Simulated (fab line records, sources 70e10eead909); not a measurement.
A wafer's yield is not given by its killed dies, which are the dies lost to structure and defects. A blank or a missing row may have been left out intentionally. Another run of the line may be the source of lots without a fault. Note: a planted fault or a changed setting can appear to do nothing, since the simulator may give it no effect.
Which tool did it? -- flow nandHarc -- 36 wafers from 12 lots sampled at 5 of the route's 1302 steps

WHAT THE GAUGES SHOWED, per wafer
NHARC_P_STI_OVL_MEAS_10. Usual: overlayXNm 2 nm, standard deviation 6.2; overlayYNm -2 nm, standard deviation 6.3.
lot,measured,on,overlayXNm (nm),overlayYNm (nm),flag
L204,day 3 18:57,overlay-01,-8 -8 -8,11 11 12,
L205,day 4 01:17,overlay-01,-6 -7 -7,-13 -13 -13,
L206,day 4 10:35,overlay-01,0 0 0,-2 -2 -2,
L207,day 4 21:11,overlay-01,-6 -6 -5,4 4 4,
L208,day 5 06:38,overlay-02,1 1 1,-7 -7 -7,
L210,day 6 05:36,overlay-02,12 12 12,2 2 1,
L211,day 6 14:34,overlay-02,7 7 7,-4 -4 -4,
L212,day 6 23:56,overlay-01,4 4 4,11 11 11,
L215,day 8 05:30,overlay-02,-2 -2 -2,-11 -11 -11,
L216,day 8 16:53,overlay-02,4 3 4,-1 -1 0,
L224,day 12 00:40,overlay-01,-2 -2 -2,-2 -1 -1,
L225,day 12 10:23,overlay-01,6 7 6,-7 -8 -7,

NHARC_P_GATE_CD_MEAS_11: the cd target is 1640 nm. Usual: 1642.0 nm for cdNm, sd 1.7.
lot,measured,on,cdNm (nm),flag
L204,day 5 07:10,cdSem-01,1644.8 1645.6 1642.7,
L205,day 5 10:53,cdSem-02,1639.6 1640.2 1638.9,
L206,day 5 21:52,cdSem-02,1640.6 1643.5 1642.9,
L207,day 6 15:15,cdSem-03,1640.2 1638.8 1642.7,
L208,day 6 19:29,cdSem-03,1645.4 1640.9 1642.1,
L210,day 7 18:15,cdSem-02,1644.3 1643.2 1642.5,
L211,day 8 02:14,cdSem-02,1642.9 1641.0 1641.5,
L212,day 8 11:11,cdSem-03,1642.3 1643.7 1643.7,
L215,day 9 18:19,cdSem-01,1644.3 1641.1 1642.2,
L216,day 10 11:12,cdSem-01,1641.2 1637.1 1641.6,
L224,day 13 12:49,cdSem-03,1643.1 1640.7 1641.0,
L225,day 14 03:25,cdSem-01,1643.4 1643.9 1641.3,

NHARC_P_GATE_CD_MEAS_46: the cd target is 720 nm. Usual: 721.1 nm for cdNm, sd 1.9.
lot,measured,on,cdNm (nm),flag
L204,day 6 09:04,cdSem-02,719.7 721.9 721.9,
L205,day 6 13:05,cdSem-02,723.6 722.2 722.3,
L206,day 7 02:16,cdSem-02,721.5 723.5 722.7,
L207,day 7 19:29,cdSem-03,715.7 722.1 717.0,
L208,day 7 22:27,cdSem-01,720.6 723.9 723.1,
L210,day 8 20:45,cdSem-01,719.4 722.5 719.7,
L211,day 9 06:16,cdSem-03,719.0 718.9 721.0,
L212,day 9 16:06,cdSem-01,722.8 719.5 723.0,
L215,day 11 00:24,cdSem-03,722.1 722.7 719.4,
L216,day 11 13:30,cdSem-01,708.0 707.7 704.6,OFF
L224,day 14 19:52,cdSem-01,723.5 721.5 721.0,
L225,day 15 09:20,cdSem-03,718.1 722.1 719.7,

TOOL THAT RAN EACH LOT (tool first, then ch and the chambers of the sampled wafers, then the start)
lot,NHARC_P_GATE_ETCH_32,NHARC_P_GATE_EXPOSE_43
L204,"rieSi-03 ch 0,1,3, day 5 21:47","krfScanner-02 ch 0, day 6 08:55"
L205,"rieSi-03 ch 0,1,3, day 6 01:56","krfScanner-02 ch 0, day 6 12:56"
L206,"rieSi-03 ch 1,2, day 6 12:47","krfScanner-02 ch 0, day 7 02:07"
L207,"rieSi-03 ch 0,1, day 7 08:07","krfScanner-02 ch 0, day 7 19:20"
L208,"rieSi-05 ch 2,3, day 7 11:07","krfScanner-02 ch 0, day 7 22:18"
L210,"rieSi-06 ch 0,1,3, day 8 09:28","krfScanner-04 ch 0, day 8 20:35"
L211,"rieSi-03 ch 0,3, day 8 18:52","krfScanner-02 ch 0, day 9 06:06"
L212,"rieSi-03 ch 0,2,3, day 9 04:49","krfScanner-02 ch 0, day 9 15:56"
L215,"rieSi-05 ch 1,2,3, day 10 10:58","krfScanner-04 ch 0, day 11 00:15"
L216,"rieSi-03 ch 0,2,3, day 11 02:10","krfScanner-02 ch 0, day 11 13:20"
L224,"rieSi-06 ch 1,2,3, day 14 08:21","krfScanner-01 ch 0, day 14 19:43"
L225,"rieSi-06 ch 0,1,3, day 14 22:05","krfScanner-04 ch 0, day 15 09:11"
- NHARC_P_GATE_ETCH_32: etches the open film in HBr/Cl2, target depth 150 nm, time 100.1 s.
- NHARC_P_GATE_EXPOSE_43: exposes mask P NSD, target cd 720 nm.

AS READ BY THE TOOLS THEMSELVES (means over the sampled wafers that have a number; for cases with no such wafer, the mark the record gives instead)
NHARC_P_GATE_ETCH_32. Usual: drypumpMotorCurrentA 5.9 A, standard deviation 0.33; oesProductAu 1.000 a.u., standard deviation 0.012; rfFwdPowerW 396.7 W, standard deviation 1.7; throttleValvePct 26.406 %, standard deviation 0.0097.
lot,tool,drypumpMotorCurrentA (A),oesProductAu (a.u.),rfFwdPowerW (W),throttleValvePct (%),flag
L204,rieSi-03,5.8,0.996,396.7,26.408,
L205,rieSi-03,5.8,1.002,396.6,26.411,
L206,rieSi-03,5.6,0.998,396.1,26.422,
L207,rieSi-03,5.9,0.992,398.4,26.401,
L208,rieSi-05,5.7,0.987,396.5,26.408,
L210,rieSi-06,6.2,0.997,397.9,26.411,
L211,rieSi-03,6.0,1.001,395.7,26.415,
L212,rieSi-03,5.9,0.998,397.0,26.400,
L215,rieSi-05,5.5,0.992,394.9,26.407,
L216,rieSi-03,5.9,1.003,396.3,26.401,
L224,rieSi-06,6.1,1.003,397.4,26.402,
L225,rieSi-06,6.2,0.999,396.8,26.406,

THE ANSWER, worked out from the rows above alone
Rule: take the mean of a lot's wafers that have a number; if it is more than 3 standard deviations from the usual mean, the lot is off. Also off: a lot with no number at a reading for which 4 or more lots have one. Any other lot the step has rows for is counted as sound. After the gauges, taken in route order, come the tools' own readings; for these a lot's mean is taken, as printed above. At the first step where some lot is off, the reading lying furthest off is the one used; lots without a number count as furthest.
Off: L216 (NHARC_P_GATE_CD_MEAS_46, cdNm).
A tool fits if, at a process step before that reading, it ran every lot that is off, and no sound lot after the first of them. Those tools and the gauges at NHARC_P_GATE_CD_MEAS_46 are tried in the same way. Undecided on this evidence; 2 tools fit (rieSi-03 at NHARC_P_GATE_ETCH_32, krfScanner-02 at NHARC_P_GATE_EXPOSE_43).

WHAT HAD BEEN PUT IN BY THE SIMULATOR
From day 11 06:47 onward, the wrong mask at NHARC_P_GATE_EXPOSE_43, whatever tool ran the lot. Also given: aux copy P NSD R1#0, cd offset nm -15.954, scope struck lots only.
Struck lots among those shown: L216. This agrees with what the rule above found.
